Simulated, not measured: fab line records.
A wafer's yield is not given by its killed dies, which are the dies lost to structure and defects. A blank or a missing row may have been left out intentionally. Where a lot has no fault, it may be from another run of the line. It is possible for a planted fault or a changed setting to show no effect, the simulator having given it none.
The tool behind it: which one?    flow nandHarc    42 wafers from 14 lots sampled at 6 of the route's 1302 steps

== WHAT THE GAUGES SHOWED, per wafer ==
NHARC_A_DECK1_JOINT_THK_MEAS_14: measures by ellipsometry.
lot   measured      on            thkNm (nm)
L580  day 10 14:09  filmMetro-01  51.0 50.3 50.9
L581  day 10 14:09  filmMetro-02  49.2 50.0 48.6
L584  day 11 22:06  filmMetro-01  52.1 52.4 51.1
L583  day 12 18:18  filmMetro-02  51.4 51.0 50.6
L588  day 14 00:47  filmMetro-01  53.9 52.7 50.6
L589  day 14 10:15  filmMetro-02  52.0 53.5 53.3
L591  day 14 18:58  filmMetro-01  51.3 49.7 50.0
L595  day 16 07:32  filmMetro-01  53.1 53.9 51.4
L596  day 16 20:16  filmMetro-02  49.9 50.6 48.4
L600  day 18 10:40  filmMetro-02  51.0 49.9 49.1
L599  day 18 10:40  filmMetro-01  51.5 54.6 49.7
L602  day 19 07:55  filmMetro-02  48.7 51.5 52.8
L601  day 19 07:56  filmMetro-01  52.3 50.4 50.9
L603  day 19 15:26  filmMetro-01  49.2 51.2 51.9

NHARC_A_ONON_D2_THK_MEAS_24: measures by ellipsometry.
lot   measured      on            thkNm (nm)
L580  day 12 01:49  filmMetro-01  1000 998 999
L581  day 12 01:50  filmMetro-01  1003 1002 1000
L584  day 13 08:31  filmMetro-01  1019 1018 1018
L583  day 14 10:28  filmMetro-02  996 999 997
L588  day 15 17:33  filmMetro-01  1449 1451 1450
L589  day 15 21:04  filmMetro-01  1466 1466 1469
L591  day 16 09:47  filmMetro-02  1016 1017 1017
L595  day 17 17:03  filmMetro-01  1005 1005 1007
L596  day 18 08:19  filmMetro-02  1013 1015 1013
L600  day 19 21:08  filmMetro-01  995 994 995
L599  day 19 21:22  filmMetro-01  1006 1006 1006
L602  day 20 20:36  filmMetro-02  1011 1011 1013
L601  day 20 20:35  filmMetro-01  995 994 996
L603  day 21 10:19  filmMetro-02  994 995 995

NHARC_END_SORT_01.
lot   measured      on         killedAtArray  killedAtOther  killedAtPeriphery  killedDies   killedOpen  killedShort
L580  day 25 18:50  prober-01  65 63 65       0 1 1          6 7 2              71 71 68     1 5 4       2 0 1
L581  day 26 10:55  prober-02  49 54 59       0 0 0          6 9 3              55 63 62     5 3 3       5 0 3
L584  day 26 01:48  prober-01  89 55 77       1 0 0          1 1 5              91 56 82     4 5 5       6 1 3
L588  day 27 03:27  prober-01  673 674 671    2 2 4          2 1 2              677 677 677  2 2 3       3 3 4
L589  day 27 13:37  prober-02  675 671 673    1 3 0          1 3 4              677 677 677  3 3 2       0 7 4
L595  day 29 04:18  prober-02  85 83 100      1 1 1          4 3 6              90 87 107    4 3 4       1 3 2
L600  day 31 21:50  prober-01  86 97 104      0 2 1          3 1 6              89 100 111   2 1 4       5 1 2
L602  day 32 09:54  prober-01  41 46 42       1 0 1          0 1 4              42 47 47     6 2 3       0 3 2

== WHAT TOOL EACH LOT RAN ON (gives the tool, then ch and the chambers of the sampled wafers, and finally the start) ==
lot   NHARC_A_DECK1_JOINT_CMP_02     NHARC_A_ONON_D2_DEP_22           NHARC_A_CHANNEL_HOLE_D2_DEP_00
L580  cmp-01 ch 0,1,2, day 11 13:30  pecvdOnon-04 ch 0, day 12 01:22  aclDep-03 ch 0, day 12 06:26
L581  cmp-02 ch 1,2,3, day 11 13:30  pecvdOnon-03 ch 0, day 12 01:26  aclDep-01 ch 0, day 12 06:58
L584  cmp-01 ch 1,2, day 12 19:50    pecvdOnon-02 ch 0, day 13 08:01  aclDep-01 ch 0, day 13 10:34
L583  cmp-03 ch 0,2,3, day 13 20:30  pecvdOnon-02 ch 0, day 14 10:04  aclDep-02 ch 0, day 14 12:49
L588  cmp-01 ch 0,1,3, day 15 01:59  pecvdOnon-03 ch 0, day 15 17:06  -
L589  cmp-03 ch 0,2,3, day 15 08:32  pecvdOnon-03 ch 0, day 15 20:33  -
L591  cmp-02 ch 1,2, day 15 20:53    pecvdOnon-04 ch 0, day 16 09:16  aclDep-02 ch 0, day 16 11:31
L595  cmp-02 ch 0,1,3, day 17 04:35  pecvdOnon-02 ch 0, day 17 16:39  aclDep-03 ch 0, day 17 23:15
L596  cmp-01 ch 0,1,3, day 17 19:52  pecvdOnon-04 ch 0, day 18 07:55  aclDep-02 ch 0, day 18 12:28
L600  cmp-03 ch 2,3, day 19 09:04    pecvdOnon-03 ch 0, day 19 20:47  aclDep-03 ch 0, day 20 01:34
L599  cmp-01 ch 0,1,2, day 19 09:04  pecvdOnon-02 ch 0, day 19 20:54  aclDep-01 ch 0, day 20 01:16
L602  cmp-02 ch 0,1,3, day 20 08:17  pecvdOnon-02 ch 0, day 20 20:05  aclDep-03 ch 0, day 21 00:53
L601  cmp-01 ch 1,3, day 20 08:19    pecvdOnon-03 ch 0, day 20 20:08  aclDep-01 ch 0, day 20 23:26
L603  cmp-02 ch 0,1,3, day 20 17:34  pecvdOnon-04 ch 0, day 21 09:48  aclDep-03 ch 0, day 21 12:13
- NHARC_A_DECK1_JOINT_CMP_02: polishes SiOx.
- NHARC_A_ONON_D2_DEP_22: target thk 1000 nm.
- NHARC_A_CHANNEL_HOLE_D2_DEP_00: deposits aC, target thk 3100 nm.

== AS READ BY THE TOOLS THEMSELVES (means over the sampled wafers that have a number; for cases with no such wafer, the mark the record gives instead) ==
NHARC_A_DECK1_JOINT_CMP_02.
lot   tool    motorCurrentA (A)
L580  cmp-01  11.2
L581  cmp-02  11.0
L584  cmp-01  10.9
L583  cmp-03  12.1
L588  cmp-01  12.2
L589  cmp-03  12.0
L591  cmp-02  11.2
L595  cmp-02  11.3
L596  cmp-01  12.0
L600  cmp-03  12.5
L599  cmp-01  11.3
L602  cmp-02  10.9
L601  cmp-01  12.9
L603  cmp-02  11.3

NHARC_A_CHANNEL_HOLE_D2_DEP_00.
lot   tool       throttleValvePct (%)
L580  aclDep-03  35.009
L581  aclDep-01  35.005
L584  aclDep-01  35.006
L583  aclDep-02  35.002
L591  aclDep-02  34.994
L595  aclDep-03  35.007
L596  aclDep-02  35.002
L600  aclDep-03  35.003
L599  aclDep-01  35.006
L602  aclDep-03  35.002
L601  aclDep-01  34.997
L603  aclDep-03  34.997

== THE ANSWER, worked out from the rows above alone ==
Rule: the lots themselves supply what counts as usual. Put in order of their means at a reading, lots are off if they are a third of the lots or fewer, leave a main group of 4 or more, and stand apart from it by a gap of 3 or more times the standard deviation of the main group's means; of several such gaps the widest counts. A main group whose means are all the same, to the digits that the tables above print for the reading, isn't used. Also off: a lot with no number at a reading for which 4 or more lots have one. Any other lot the step has rows for is counted as sound. First the gauges in route order, then the tools' own readings, where a lot's mean is used as printed above. The first step at which some lot is off is used, and at that step the reading that is off furthest; a lot without a number counts as furthest.
Off: L588, L589 (NHARC_A_ONON_D2_THK_MEAS_24, thkNm). Mean 1005 nm and standard deviation 8.4 in the main group.
A tool fits if, at a process step before that reading, it ran every lot that is off, and no sound lot after the first of them. Not tried: the gauges at NHARC_A_ONON_D2_THK_MEAS_24; whatever is off there is also off at NHARC_END_SORT_01, on other tools, and gauge error can't account for it. No candidate that was tried fits.

== WHAT HAD BEEN PUT IN BY THE SIMULATOR ==
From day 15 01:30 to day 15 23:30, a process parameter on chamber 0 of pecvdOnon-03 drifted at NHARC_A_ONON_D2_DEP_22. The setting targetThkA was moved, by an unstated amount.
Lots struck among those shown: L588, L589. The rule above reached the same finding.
